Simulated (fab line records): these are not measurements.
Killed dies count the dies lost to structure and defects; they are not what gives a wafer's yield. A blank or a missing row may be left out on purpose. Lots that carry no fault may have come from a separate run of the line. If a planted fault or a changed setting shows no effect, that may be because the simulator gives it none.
Chamber matching | flow n5 finfet | 4 sister chambers for N5_BEOL_M12_VIA_ETCH_16 on rie diel-03
The step etches SiOC in C4F8/O2/Ar, target depth 724.8 nm. 8 wafers are shown with their chamber, then 7 later ones without.

EACH WAFER AND ITS CHAMBER
wafer  | chamber | drypump motor current A (A) | showerhead plenum p Torr (Torr)
L082.1 | 1       | 4.8                         | 3.32
L082.3 | 0       | 6.3                         | 3.49
L082.6 | 2       | 5.8                         | 3.25
L085.1 | 3       | 5.8                         | 3.46
L085.4 | 1       | 4.8                         | 3.31
L085.5 | 2       | 5.8                         | 3.25
L088.1 | 0       | 6.2                         | 3.48
L088.2 | 3       | 5.8                         | 3.45

WAFERS WHOSE CHAMBER IS MISSING
wafer  | drypump motor current A (A) | showerhead plenum p Torr (Torr)
L088.4 | 5.8                         | 3.45
L093.4 | 4.9                         | 3.31
L093.5 | 4.8                         | 3.31
L093.6 | 6.3                         | 3.48
L096.1 | 5.8                         | 3.44
L096.2 | 5.7                         | 3.64
L096.6 | 5.7                         | 3.64

THE CHAMBER EACH PASSED THROUGH
wafer  | from the rows above     | in truth
L088.4 | 3                       | 3
L093.4 | 1                       | 1
L093.5 | 1                       | 1
L093.6 | 0                       | 0
L096.1 | 3                       | 3
L096.2 | can't be placed: 0 or 3 | 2
L096.6 | can't be placed: 0 or 3 | 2
Correct placement for 5 of the 7. From these rows, 2 cannot be placed; in 0 the true chamber is one of the candidates. Placed wrongly: 0.
How it was worked out, from the rows above alone: a wafer's distance from a chamber is the root of the sum, over the readings, of the square of ((its reading less the chamber's mean) divided by the reading's scatter). The wafer belongs to the nearest chamber; if the next one is less than 2 further off, it can't be placed. Each chamber's mean is taken over the wafers shown for it. The scatter is the square root of a quotient: the sum, over the shown wafers, of each reading's squared deviation from its chamber's mean, divided by wafers minus chambers.
